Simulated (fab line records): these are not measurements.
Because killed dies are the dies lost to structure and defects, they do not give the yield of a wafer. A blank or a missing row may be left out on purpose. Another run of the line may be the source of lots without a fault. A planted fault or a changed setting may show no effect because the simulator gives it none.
One fault seen from 2 desks	flow nand harc	each desk holds nothing but its own numbers, with what lay behind them at the end

## THE DEFECT DESK
Lot by lot, what the route's inspections counted, given as the mean of those sampled wafers with a number. Marked OUT: a lot whose mean sits more than 4 standard deviations from the usual mean, which makes it out of limits; the brackets give that distance.
Columns: A = raw defect count at NHARC_A_CONTACT_INSPECT_23, usual 415
lot	first seen here	A
L520	day 17 20:25	408
L523	day 19 07:29	333
L525	day 19 14:36	387
L522	day 19 15:59	357
L527	day 19 18:25	436
L529	day 20 01:43	483
L528	day 21 05:19	334
L534	day 21 07:07	432
L531	day 21 14:01	321
L533	day 21 19:59	779
L532	day 21 20:29	380
L539	day 23 07:02	280
This desk found nothing out of limits on any of the 12 lots.

## AT THE TOOL OWNER'S DESK: litho track-04
The tool's own readings at NHARC_A_BLC_SOFTBAKE_05 (time 55 s): means of the sampled wafers that have a number, for each lot that ran on this tool. Marked OUT: a lot whose mean sits more than 4 standard deviations from the usual mean, which makes it out of limits; the brackets give that distance.
Columns: A = heater power total W at NHARC_A_BLC_SOFTBAKE_05, usual 188.45 W
lot	first seen here	A
L522	day 19 16:00	188.37
L529	day 20 01:00	188.52
L528	day 21 05:00	188.49
L534	day 21 07:00	182.08 (-45) OUT
L533	day 21 20:00	182.07 (-46) OUT
Finding of this desk: L533, L534 out of limits; the first was L534 at day 21 07:00, on heater power total W at NHARC_A_BLC_SOFTBAKE_05. L522, L529, L528 stayed within limits.

## PUT TOGETHER
At day 21 07:00, on L533, L534, the tool owner's desk was in a position to raise an alarm.
No out-of-limits result turned up at the defect desk.
The defect desk has L533, L534 on record, within its limits.
NHARC_A_BLC_SOFTBAKE_05 was run on litho track-04 by each of the lots named.

## WHAT HAD BEEN PUT IN BY THE SIMULATOR
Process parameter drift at NHARC_A_BLC_SOFTBAKE_05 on litho track-04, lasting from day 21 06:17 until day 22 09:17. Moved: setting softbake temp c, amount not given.
Shown lots that were struck: L533, L534.
Delay in hours, fault start to first out-of-limits reading, by desk: the tool owner's desk at 1.
